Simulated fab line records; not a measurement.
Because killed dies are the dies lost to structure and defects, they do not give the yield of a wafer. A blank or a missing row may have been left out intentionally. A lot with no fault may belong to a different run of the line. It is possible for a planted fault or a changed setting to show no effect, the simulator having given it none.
fab line records -- flow n5_finfet
record lots=7, wafers=39
route steps=1938 shown BEOL_M9@1401 BEOL_M13@1706
start_h: hours from the record's first day to the start of the lot's first wafer shown -- wait_h: time in hours since the lot's previous step -- " the same as in the row above -- L1.1+2: a row that stands for several wafers -- - no value present, or no start provided -- * or withheld: withheld -- < > ~ a bound
route shown NAME@n: names a module that has steps shown in the file, with the first one's number in the route -- usual: mean and standard deviation over wafers with no fault -- same: alike in all rows -- chamber/n: place in a boat -- sites: readings site by site -- _std_site: how widely they spread, as a standard deviation -- _edge_site: outer sites' mean less inner sites' -- radius_mm: how far each site lies from the wafer's centre -- mask NAME#n: copy n -- behind: the most recent tool/chamber to have shaped the wafer -- hold: what put the lot on hold/how long, in hours/how the hold closed -- device: names the non-switching transistor (n, p or np) -- end of line: the same wafers' tests at the end of the route -- a step without rows: its recipe alone -- killed: not the wafer's yield, but the dies lost to structure and defects at the first sort -- map: dies across one wafer; x = killed, . = not, _ = none there
set.NAME: setting as actually run; set.NAME@STEP: the setting as run at that earlier step -- model.NAME: the simulator's own value behind a step, which no gauge read
lots run with intentionally changed settings; tables by step, rows by wafer
## steps
# step N5_BEOL_M9_ILD_DEP_00
# recipe material=SiCOH_lowk, target_thk_a=3085.1, temp_c=300, precursor=DEMS/porogen, pressure_torr=5, rf_w=500, time_s=58
lot.wafer,tool,chamber,start_h,wait_h,set.target_thk_a,model.SiCOH_lowk_of_BEOL_M9_ILD_DEP_00.thk_nm
L074.2,pecvd-02,2,191.58,0.0,3085.1,308.2
L074.4,pecvd-02,2,191.58,0.0,3085.1,312.6
L074.6,pecvd-02,0,191.58,0.0,3085.1,315
L077.1+6,pecvd-02,"0,1",219.86,0.0,3085.1,308
L077.2,pecvd-02,1,219.86,0.0,3085.1,303.6
L077.3,pecvd-02,1,219.86,0.0,3085.1,307.4
L077.4,pecvd-02,0,219.86,0.0,3085.1,305.8
L077.5,pecvd-02,0,219.86,0.0,3085.1,310
L078.1,pecvd-04,1,233.79,0.0,3085.1,312
L078.2,pecvd-04,0,233.79,0.0,3085.1,310.2
L078.3,pecvd-04,2,233.79,0.0,3085.1,310
L078.4,pecvd-04,1,233.79,0.0,3085.1,317.8
L078.5,pecvd-04,2,233.79,0.0,3085.1,317
L078.6,pecvd-04,0,233.79,0.0,3085.1,316
L079.1,pecvd-02,0,238.18,0.0,3085.1,309
L079.2,pecvd-02,1,238.18,0.0,3085.1,303.4
L079.3,pecvd-02,2,238.18,0.0,3085.1,308.2
L079.4,pecvd-02,2,238.18,0.0,3085.1,313.4
L079.5,pecvd-02,1,238.18,0.0,3085.1,314.2
L079.6,pecvd-02,0,238.18,0.0,3085.1,313.2
L081.1,pecvd-04,0,240.18,0.0,3085.1,306.6
L081.2,pecvd-04,2,240.18,0.0,3085.1,306.4
L081.3,pecvd-04,1,240.18,0.0,3085.1,308.8
L081.4,pecvd-04,2,240.18,0.0,3085.1,311.6
L081.5,pecvd-04,0,240.18,0.0,3085.1,310.8
L081.6,pecvd-04,1,240.18,0.0,3085.1,314.6
L084.1,pecvd-02,0,264.93,0.0,3085.1,307
L084.2,pecvd-02,1,264.93,0.0,3085.1,307.4
L084.3,pecvd-02,2,264.93,0.0,4391,438
L084.4,pecvd-02,0,264.93,0.0,4391,443.2
L084.5,pecvd-02,2,264.93,0.0,3085.1,312.8
L084.6,pecvd-02,1,264.93,0.0,4391,444.4
L090.1,pecvd-04,1,300.96,0.0,3085.1,307.8
L090.2,pecvd-04,2,300.96,0.0,4717,468.6
L090.3,pecvd-04,0,300.96,0.0,4717,467.8
L090.4,pecvd-04,0,300.96,0.0,4717,472.4
L090.5,pecvd-04,2,300.96,0.0,3085.1,310.6
L090.6,pecvd-04,1,300.96,0.0,3085.1,310.8
# step N5_BEOL_M9_CURE_71
# recipe temp_c=385, time_s=240, ambient=He/Ar, material=SiCOH_lowk
lot.wafer,tool,chamber,start_h,wait_h,set.target_thk_a@BEOL_M9_ILD_DEP_00,model.SiCOH_lowk_of_BEOL_M9_ILD_DEP_00.thk_nm
L074.2,uv_cure-02,1,191.74,0.1,3085.1,267.8
L074.4,uv_cure-02,1,191.74,0.1,3085.1,271.6
L074.6,uv_cure-02,1,191.74,0.1,3085.1,273.8
L077.1+6,uv_cure-03,1,219.97,0.1,3085.1,267.6
L077.2,uv_cure-03,1,219.97,0.1,3085.1,263.6
L077.3,uv_cure-03,1,219.97,0.1,3085.1,267
L077.4,uv_cure-03,1,219.97,0.1,3085.1,265.6
L077.5,uv_cure-03,1,219.97,0.1,3085.1,269.4
L078.1,uv_cure-01,2,233.87,0.0,3085.1,271
L078.2,uv_cure-01,2,233.87,0.0,3085.1,269.4
L078.3,uv_cure-01,2,233.87,0.0,3085.1,269.2
L078.4,uv_cure-01,2,233.87,0.0,3085.1,276.2
L078.5,uv_cure-01,2,233.87,0.0,3085.1,275.6
L078.6,uv_cure-01,2,233.87,0.0,3085.1,274.6
L079.1,uv_cure-02,1,238.26,0.0,3085.1,268.4
L079.2,uv_cure-02,1,238.26,0.0,3085.1,263.6
L079.3,uv_cure-02,1,238.26,0.0,3085.1,267.8
L079.4,uv_cure-02,1,238.26,0.0,3085.1,272.4
L079.5,uv_cure-02,1,238.26,0.0,3085.1,273
L079.6,uv_cure-02,1,238.26,0.0,3085.1,272.2
L081.1,uv_cure-03,1,240.26,0.0,3085.1,266.4
L081.2,uv_cure-03,1,240.26,0.0,3085.1,266.2
L081.3,uv_cure-03,1,240.26,0.0,3085.1,268.2
L081.4,uv_cure-03,1,240.26,0.0,3085.1,270.6
L081.5,uv_cure-03,1,240.26,0.0,3085.1,270
L081.6,uv_cure-03,1,240.26,0.0,3085.1,273.4
L084.1,uv_cure-01,2,265.01,0.0,3085.1,266.6
L084.2,uv_cure-01,2,265.01,0.0,3085.1,267
L084.3,uv_cure-01,2,265.01,0.0,4391,383.4
L084.4,uv_cure-01,2,265.01,0.0,4391,387.8
L084.5,uv_cure-01,2,265.01,0.0,3085.1,271.8
L084.6,uv_cure-01,2,265.01,0.0,4391,389
L090.1,uv_cure-03,2,301.04,0.0,3085.1,267.4
L090.2,uv_cure-03,2,301.04,0.0,4717,410.6
L090.3,uv_cure-03,2,301.04,0.0,4717,410
L090.4,uv_cure-03,2,301.04,0.0,4717,414.2
L090.5,uv_cure-03,2,301.04,0.0,3085.1,269.8
L090.6,uv_cure-03,2,301.04,0.0,3085.1,270
# step N5_BEOL_M9_THK_MEAS_01
# recipe reads=SiCOH_lowk_of_BEOL_M9_ILD_DEP_00
# usual M9_ILD_THK=269/3.3
lot.wafer,tool,chamber,start_h,wait_h,set.target_thk_a@BEOL_M9_ILD_DEP_00,M9_ILD_THK[nm]
L074.2,film_metro-01,-,192.17,0.4,3085.1,268
L074.4,film_metro-01,-,192.17,0.4,3085.1,271
L074.6,film_metro-01,-,192.17,0.4,3085.1,274
L077.1,film_metro-01,-,220.48,0.4,3085.1,268
L077.2,film_metro-01,-,220.48,0.4,3085.1,264
L077.3,film_metro-01,-,220.48,0.4,3085.1,267
L077.4,film_metro-01,-,220.48,0.4,3085.1,266
L077.5,film_metro-01,-,220.48,0.4,3085.1,269
L077.6,film_metro-01,-,220.48,0.4,3085.1,268
L078.1,film_metro-02,-,234.38,0.4,3085.1,271
L078.2,film_metro-02,-,234.38,0.4,3085.1,269
L078.3,film_metro-02,-,234.38,0.4,3085.1,269
L078.4,film_metro-02,-,234.38,0.4,3085.1,276
L078.5,film_metro-02,-,234.38,0.4,3085.1,276
L078.6,film_metro-02,-,234.38,0.4,3085.1,275
L079.1,film_metro-02,-,238.77,0.4,3085.1,268
L079.2,film_metro-02,-,238.77,0.4,3085.1,264
L079.3,film_metro-02,-,238.77,0.4,3085.1,268
L079.4,film_metro-02,-,238.77,0.4,3085.1,272
L079.5,film_metro-02,-,238.77,0.4,3085.1,273
L079.6,film_metro-02,-,238.77,0.4,3085.1,272
L081.1,film_metro-02,-,241.25,0.8,3085.1,266
L081.2,film_metro-02,-,241.25,0.8,3085.1,266
L081.3,film_metro-02,-,241.25,0.8,3085.1,268
L081.4,film_metro-02,-,241.25,0.8,3085.1,271
L081.5,film_metro-02,-,241.25,0.8,3085.1,270
L081.6,film_metro-02,-,241.25,0.8,3085.1,273
L084.1,film_metro-01,-,265.52,0.4,3085.1,267
L084.2,film_metro-01,-,265.52,0.4,3085.1,267
L084.3,film_metro-01,-,265.52,0.4,4391,384
L084.4,film_metro-01,-,265.52,0.4,4391,388
L084.5,film_metro-01,-,265.52,0.4,3085.1,272
L084.6,film_metro-01,-,265.52,0.4,4391,389
L090.1,film_metro-01,-,301.55,0.4,3085.1,267
L090.2,film_metro-01,-,301.55,0.4,4717,411
L090.3,film_metro-01,-,301.55,0.4,4717,410
L090.4,film_metro-01,-,301.55,0.4,4717,414
L090.5,film_metro-01,-,301.55,0.4,3085.1,270
L090.6,film_metro-01,-,301.55,0.4,3085.1,270
# step N5_BEOL_M9_CVD_78
# recipe material=Co, target_thk_a=20, temp_c=withheld, precursor=CCTBA/H2, pressure_torr=30, time_s=138.9
lot.wafer,tool,chamber,start_h,wait_h,set.target_thk_a,model.Co_of_BEOL_M9_CVD_78.thk_nm
L074.2+4+6,cvd_co-01,"0,1,0",196.67,0.0,20,1.8
L077.1+5,cvd_co-01,"1,2",225.84,0.0,8.447,0.8
L077.2+4+6,cvd_co-01,"0,1,0",225.84,0.0,20,2
L077.3,cvd_co-01,2,225.84,0.0,8.447,1
L078.1,cvd_co-01,0,240.99,0.2,9.29,1
L078.2+3,cvd_co-01,"1,2",240.99,0.2,20,1.8
L078.4,cvd_co-01,0,240.99,0.2,20,2
L078.5+6,cvd_co-01,"1,2",240.99,0.2,9.29,0.8
L079.1+5,cvd_co-02,"1,0",245.06,0.0,20,2
L079.2+3,cvd_co-02,"0,2",245.06,0.0,14.05,1.4
L079.4,cvd_co-02,1,245.06,0.0,20,1.8
L079.6,cvd_co-02,2,245.06,0.0,14.05,1.6
L081.1+2+3+4+5+6,cvd_co-01,"1,2,0,0,2,1",245.99,0.1,20,2
L084.1+6,cvd_co-01,"2,1",272.90,0.2,23.61,2.4
L084.2+4+5,cvd_co-01,"0,2,0",272.90,0.2,20,2
L084.3,cvd_co-01,1,272.90,0.2,23.61,2.2
L090.1+2+3+6,cvd_co-01,"0,2,1,1",306.35,0.2,20,2
L090.4+5,cvd_co-01,"0,2",306.35,0.2,20,2.2
# step N5_BEOL_M13_SPUTTER_44
# recipe material=Ta, target_thk_a=100, temp_c=50, bias_v=80, power_w=15000, chamber_pressure_pa=0.07, time_s=16.13
lot.wafer,tool,chamber,start_h,wait_h,set.target_thk_a,model.Ta_of_BEOL_M13_SPUTTER_44.thk_nm
L074.2,pvd_sputter-03,-,225.59,0.0,100,10.2
L074.4+6,pvd_sputter-03,-,225.59,0.0,100,10
L077.1+3+6,pvd_sputter-03,-,252.43,0.0,49.64,5.2
L077.2+5,pvd_sputter-03,-,252.43,0.0,100,10.2
L077.4,pvd_sputter-03,-,252.43,0.0,100,10
L078.1+2+5,pvd_sputter-01,-,269.01,0.0,100,10.2
L078.3+4+6,pvd_sputter-01,-,269.01,0.0,64.18,6.6
L079.1+4+6,pvd_sputter-03,-,273.62,0.0,133.3,13.4
L079.2+3+5,pvd_sputter-03,-,273.62,0.0,100,10.2
L081.1+3,pvd_sputter-02,-,273.99,0.0,62.6,6.4
L081.2+4+5,pvd_sputter-02,-,273.99,0.0,100,10
L081.6,pvd_sputter-02,-,273.99,0.0,62.6,6.2
L084.1+2,pvd_sputter-02,-,300.42,0.0,100,10.2
L084.3+4+5+6,pvd_sputter-02,-,300.42,0.0,100,10
L090.1+3+4,pvd_sputter-01,-,334.12,0.0,100,9.8
L090.2+5+6,pvd_sputter-01,-,334.12,0.0,100,10
# step N5_BEOL_M13_SPUTTER_45
# recipe material=Cu, target_thk_a=800, temp_c=-20, bias_v=60, power_w=26000, chamber_pressure_pa=0.13, time_s=13.33
# step N5_BEOL_M13_ECD_47
# recipe material=Cu, target_thk_a=9360
# step N5_BEOL_M13_ANNEAL_48
# recipe temp_c=225, time_s=90, ambient=N2
# step N5_BEOL_M13_CMP_49
# recipe stop_on=SiOC, t_overpolish_s=17.1, down_force_psi=1, platen_rpm=50, clearing_platen_down_force_psi=1.5, clearing_platen_rpm=50, post_cmp_clean=cu_alkaline, target_thk_nm=420, clearing_platen_pad_velocity_m_s=0.99484, pad_velocity_m_s=0.99484
# usual barrier_field_endpoint_s=30.3/0.68
lot.wafer,tool,chamber,start_h,wait_h,set.target_thk_a@BEOL_M13_SPUTTER_44,barrier_field_endpoint_s
L074.2,cmp-04,3,226.27,0.2,100,29.6
L074.4,cmp-04,2,226.27,0.2,100,29.7
L074.6,cmp-04,3,226.27,0.2,100,30.2
L077.3,cmp-03,2,253.09,0.2,49.64,24.8
L077.2,cmp-03,3,253.09,0.2,100,30.3
L077.4,cmp-03,0,253.09,0.2,100,30.5
L077.1,cmp-03,1,253.09,0.2,49.64,24.9
L077.6,cmp-03,2,253.09,0.2,49.64,24.8
L077.5,cmp-03,3,253.09,0.2,100,30.3
L078.1,cmp-03,1,269.67,0.3,100,31.5
L078.4,cmp-03,2,269.67,0.3,64.18,26.0
L078.2,cmp-03,3,269.67,0.3,100,29.7
L078.3,cmp-03,0,269.67,0.3,64.18,25.4
L078.6,cmp-03,1,269.67,0.3,64.18,26.7
L078.5,cmp-03,2,269.67,0.3,100,30.9
L079.2,cmp-04,2,275.11,0.2,100,30.0
L079.3,cmp-04,3,275.11,0.2,100,30.0
L079.4,cmp-04,0,275.11,0.2,133.3,33.9
L079.1,cmp-04,1,275.11,0.2,133.3,34.8
L079.5,cmp-04,2,275.11,0.2,100,29.7
L079.6,cmp-04,3,275.11,0.2,133.3,33.9
L081.4,cmp-03,0,275.30,0.1,100,30.2
L081.1,cmp-03,1,275.30,0.1,62.6,26.5
L081.3,cmp-03,2,275.30,0.1,62.6,26.1
L081.2,cmp-03,3,275.30,0.1,100,30.1
L081.6,cmp-03,0,275.30,0.1,62.6,26.5
L081.5,cmp-03,1,275.30,0.1,100,31.3
L084.4,cmp-03,0,301.08,0.1,100,29.7
L084.2,cmp-03,1,301.08,0.1,100,31.0
L084.1,cmp-03,2,301.08,0.1,100,31.0
L084.3,cmp-03,3,301.08,0.1,100,30.9
L084.5,cmp-03,0,301.08,0.1,100,29.7
L084.6,cmp-03,1,301.08,0.1,100,31.2
L090.4,cmp-03,1,334.78,0.1,100,31.2
L090.2,cmp-03,2,334.78,0.1,100,29.7
L090.1,cmp-03,3,334.78,0.1,100,29.9
L090.3,cmp-03,0,334.78,0.1,100,30.1
L090.5,cmp-03,1,334.78,0.1,100,30.9
L090.6,cmp-03,2,334.78,0.1,100,30.6
## key
split step=N5_BEOL_M9_ILD_DEP_00, setting=target_thk_a, stated=3085.1, by=wafer
response step=N5_BEOL_M9_ILD_DEP_00, reading=model.SiCOH_lowk_of_BEOL_M9_ILD_DEP_00.thk_nm, change=+3.07, per=1%, r=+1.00
response step=N5_BEOL_M9_CURE_71, reading=model.SiCOH_lowk_of_BEOL_M9_ILD_DEP_00.thk_nm, change=+2.73, per=1%, r=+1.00
response step=N5_BEOL_M9_THK_MEAS_01, reading=M9_ILD_THK, change=+2.73, per=1%, r=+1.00
split step=N5_BEOL_M9_CVD_78, setting=target_thk_a, stated=20, by=wafer
response step=N5_BEOL_M9_CVD_78, reading=model.Co_of_BEOL_M9_CVD_78.thk_nm, change=+0.0187, per=1%, r=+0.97
split step=N5_BEOL_M13_SPUTTER_44, setting=target_thk_a, stated=100, by=wafer
response step=N5_BEOL_M13_SPUTTER_44, reading=model.Ta_of_BEOL_M13_SPUTTER_44.thk_nm, change=+0.0982, per=1%, r=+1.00
response step=N5_BEOL_M13_CMP_49, reading=barrier_field_endpoint_s, change=+0.118, per=1%, r=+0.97
